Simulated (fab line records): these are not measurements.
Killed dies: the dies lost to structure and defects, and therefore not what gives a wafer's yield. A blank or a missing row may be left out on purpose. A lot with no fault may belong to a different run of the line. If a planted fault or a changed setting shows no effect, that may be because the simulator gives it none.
A struck lot beside a sound one + flow n5_finfet + 37 out of 1938 route steps
Sound: wafers L935.2, L935.4, L935.5. Struck: wafer L948.5 (left out: L948.3, L948.4 of the same lot, which were not struck); the cause appears at the end.
Each step with rows lists, per side, the tool, then ch with its chambers, then its first start. Under that, the readings that differ: sound wafers + struck wafers + difference of the means + sigmas: that difference in standard deviations of wafers without a fault.
alike: same words and numbers on both sides, and readings whose means sit less than 2 such deviations apart. not compared: any withheld reading, any reading some wafer has no value for, any bound like >300 that may hide the same value, and any number with overlapping values for which the record gives no deviation.
The two part at a step that has a row with sigmas, a row that says differs or no value, or rows on one side only. Non-overlapping numbers with no deviation appear without sigmas and do not part them. A reading that every wafer of one side lacks parts them only if that side has two wafers or more.

first, 9 steps without rows for these wafers: N5_PASSIVATION_HARDBAKE_11 (time 120 s); N5_PASSIVATION_DESCUM_12 (chemistry O2, time 7.9 s); N5_PASSIVATION_PASS_ETCH_74 (etches SiNx in CF4/O2, target depth 220 nm, time 110 s); N5_PASSIVATION_VIA_ETCH_13 (etches SiO2 in CHF3/O2, target depth 660 nm, time 330 s); N5_PASSIVATION_STRIP_14 (strips in O2); N5_PASSIVATION_ETCH_15 (etches SiCN in CF4/N2, target depth 75 nm, time 81.2 s); N5_PASSIVATION_STRIP_73 (strips in post etch residue remover, time 60 s); N5_PASSIVATION_SRD_17 (time 30 s, dry time 30 s); N5_PASSIVATION_DEGAS_18 (time 60 s).
N5_PASSIVATION_PRE_CLEAN_19:
  struck on pvd_sputter-01, day 15 00:55; sound on pvd_sputter-01, day 12 08:04
  alike: heater_power_w
then, 26 steps without rows for these wafers: N5_PASSIVATION_SPUTTER_20 (material TaN, target thk 50 nm); N5_PASSIVATION_AL_DEP_21 (deposits Al, target thk 2800 nm, time 170 s); N5_PASSIVATION_HMDS_23 (time 60 s); N5_PASSIVATION_COAT_24; N5_PASSIVATION_EBR_26; N5_PASSIVATION_SOFTBAKE_25 (time 90 s); N5_PASSIVATION_EXPOSE_27 (exposes mask PAD, defocus 0 nm); N5_PASSIVATION_PEB_28; N5_PASSIVATION_DEVELOP_29 (develop time 60 s); N5_PASSIVATION_HARDBAKE_31 (time 120 s); N5_PASSIVATION_DESCUM_32 (chemistry O2, time 7.9 s); N5_PASSIVATION_AL_ETCH_33 (etches Al in Cl2/BCl3, stops on TaN, target depth 2800 nm, time 466.7 s); N5_PASSIVATION_ETCH_59 (etches TaN in Cl2/BCl3, target depth 65 nm, time 34.9 s); N5_PASSIVATION_STRIP_34 (strips in O2); N5_PASSIVATION_STRIP_51 (strips in post etch residue remover, time 1200 s); N5_PASSIVATION_CLEAN_69 (cleans in IPA, time 180 s); N5_PASSIVATION_SRD_70 (time 30 s); N5_PASSIVATION_PECVD_53 (deposits SiO2 from TEOS/O2, target thk 800 nm, time 169.4 s); N5_PASSIVATION_PECVD_35 (deposits SiNx from SiH4/NH3/N2, target thk 700 nm, time 151.3 s); N5_PASSIVATION_HMDS_37 (time 60 s); N5_PASSIVATION_COAT_38; N5_PASSIVATION_EBR_40; N5_PASSIVATION_SOFTBAKE_39 (time 120 s); N5_PASSIVATION_EXPOSE_41 (exposes mask PASS OPEN, defocus 0 nm, target cd 40000 nm); N5_PASSIVATION_PEB_42; N5_PASSIVATION_DEVELOP_43 (develop time 60 s).
N5_PASSIVATION_PROBE_49:
  struck on prober-01, day 15 06:56; sound on prober-02, day 12 13:46
| reading                  | sound          | struck | difference | sigmas |
|--------------------------|----------------|--------|------------|--------|
| defect_limited_yield (%) | 92.9 90.0 90.7 | 83.0   | -8.2       | -6     |
| killed_at_M0_to_M3       | 29 69 36       | 24     | -21        | -2     |
| killed_at_contacts       | 14 7 11        | 25     | +14        | +2     |
| killed_at_other          | 1 0 1          | 109    | +108       | +40    |
| killed_dies              | 84 118 110     | 201    | +97        | +6     |
| sort_bin_5_function (%)  | 4.7 5.8 5.7    | 11.0   | +5.6       | +6     |
| sort_bin_6_memory (%)    | 2.1 3.5 3.4    | 4.7    | +1.7       | +2     |
| sort_n_pass              | 1096 1062 1070 | 979    | -97        | -6     |
| sort_yield_pct (%)       | 92.9 90.0 90.7 | 83.0   | -8.2       | -6     |
  alike: killed_at_M4_up, killed_at_front_end, killed_open, killed_short, sort_bin_4_leakage

## WHERE THEY PART
Only at N5_PASSIVATION_PROBE_49, within this record.

WHY: the cause the simulator had injected
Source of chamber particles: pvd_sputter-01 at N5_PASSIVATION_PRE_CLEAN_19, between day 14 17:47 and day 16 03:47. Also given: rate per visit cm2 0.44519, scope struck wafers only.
